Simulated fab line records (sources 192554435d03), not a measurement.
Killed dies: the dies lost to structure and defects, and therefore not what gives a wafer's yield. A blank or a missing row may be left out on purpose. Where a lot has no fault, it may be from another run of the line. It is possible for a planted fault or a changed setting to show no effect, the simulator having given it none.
Comparing a struck lot with a sound one    flow n5_finfet    15 out of 1938 route steps
Sound: these wafers, L198.2, L198.3, L198.6. The struck wafers were L205.1, L205.3, L205.5. The cause comes at the end.
Each step with rows lists, per side, the tool, then ch with its chambers, then its first start. Under that, the readings that differ: sound wafers    struck wafers    difference of the means    sigmas: that difference in standard deviations of wafers without a fault.
alike: a reading whose means differ by less than 2 such deviations, as well as words and numbers matching on both sides. not compared: withheld readings; readings where some wafer has no value; bounds like >300 that might hide an equal value; numbers whose values overlap and for which the record gives no deviation.
Wherever a step has rows on one side only, a row that says differs or no value, or a row with sigmas, the two part there. When numbers do not overlap yet have no deviation, they are printed without sigmas and do not part them. A reading missing from all wafers of one side parts the sides only when that side holds two or more wafers.

first, 7 steps without rows for these wafers: N5_MOL_CONTACT_COAG_COAT_58 (time 60 s, resist thk 10 nm); N5_MOL_CONTACT_COAG_COAT_02 (resist thk 30 nm); N5_MOL_CONTACT_COAG_EBR_04; N5_MOL_CONTACT_COAG_SOFTBAKE_03 (time 60 s); N5_MOL_CONTACT_COAG_EXPOSE_05 (exposes mask CA, defocus 0 nm); N5_MOL_CONTACT_COAG_PEB_06 (peb time 60 s); N5_MOL_CONTACT_COAG_DEVELOP_07 (develop time 30 s).
N5_MOL_CONTACT_COAG_CD_MEAS_08 targets a cd of 28 nm.
  sound on cd_sem-03 ch 0, day 5 08:07; struck on cd_sem-02 ch 0, day 7 02:14
  alike: cd_nm
N5_MOL_CONTACT_COAG_OVL_MEAS_09:
  sound on overlay-02 ch 0, day 5 08:10; struck on overlay-02 ch 0, day 7 02:16
  alike: CA_OVL
N5_MOL_CONTACT_COAG_INSPECT_10: inspects for defects (brightfield).
  sound on defect_inspect-01, day 5 08:13; struck on defect_inspect-01, day 7 02:20
  alike: raw_defect_count
N5_MOL_CONTACT_COAG_DESCUM_13: chemistry O2, time 7 s.
  sound on rie_diel-01 ch 2,3, day 5 08:26; struck on rie_diel-01 ch 0,2,3, day 7 02:30
  alike: bias_power_w, drypump_motor_current_A, oes_product_au, rf_vpp_V, showerhead_plenum_p_Torr, throttle_valve_pct
  not compared: rf_hours_counter_h
N5_MOL_CONTACT_COAG_ETCH_59: etches underlayer in N2/H2, target depth 13 nm, time 10.4 s.
  sound on rie_diel-01 ch 2,3, day 5 08:28; struck on rie_diel-01 ch 0,2,3, day 7 02:32
  alike: drypump_motor_current_A, etch_rf_on_time_s, oes_product_au, rf_vpp_V, showerhead_plenum_p_Torr, throttle_valve_pct
  not compared: rf_hours_counter_h
N5_MOL_CONTACT_COAG_ETCH_105: etches SiARC in CF4, target depth 15.6 nm, time 26 s.
  sound on rie_diel-01 ch 2,3, day 5 08:29; struck on rie_diel-01 ch 0,2,3, day 7 02:33
reading                sound           struck          difference  sigmas
etch_rf_on_time_s (s)  26.1 25.6 26.2  30.8 31.8 32.3  +5.7        +10
  alike: drypump_motor_current_A, oes_product_au, rf_vpp_V, showerhead_plenum_p_Torr, throttle_valve_pct
  not compared: rf_hours_counter_h
N5_MOL_CONTACT_COAG_ETCH_106: etches SOC in N2/H2, target depth 80 nm, overetch 16 nm, time 120 s.
  sound on rie_diel-01 ch 2,3, day 5 08:31; struck on rie_diel-01 ch 0,2,3, day 7 02:35
  alike: drypump_motor_current_A, oes_product_au, rf_vpp_V, showerhead_plenum_p_Torr, throttle_valve_pct
  not compared: rf_hours_counter_h
-- here the record skips 5 days between the struck wafers' starts before and after, leaving off in module MOL_CONTACT_COAG and picking up in module BEOL_M4 (first step shown: number 1111 of the route) --
N5_BEOL_M4_RC_MEAS_101:
  sound on prober-02 ch 0, day 10 08:08; struck on prober-01 ch 0, day 12 12:52
  alike: DIBL_N, DIBL_P, IOFF_N, IOFF_P, ION_N, ION_P, SS_N, SS_P, VT_N, VT_P

## WHERE THEY PART
At N5_MOL_CONTACT_COAG_ETCH_105 and nowhere else, as far as this record goes. Later steps at which nothing parts them and some readings are alike: N5_MOL_CONTACT_COAG_ETCH_106, N5_BEOL_M4_RC_MEAS_101.

WHY: what had been put in by the simulator
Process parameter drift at N5_MOL_CONTACT_COAG_ETCH_105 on rie_diel-01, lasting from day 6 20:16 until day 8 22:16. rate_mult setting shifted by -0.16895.
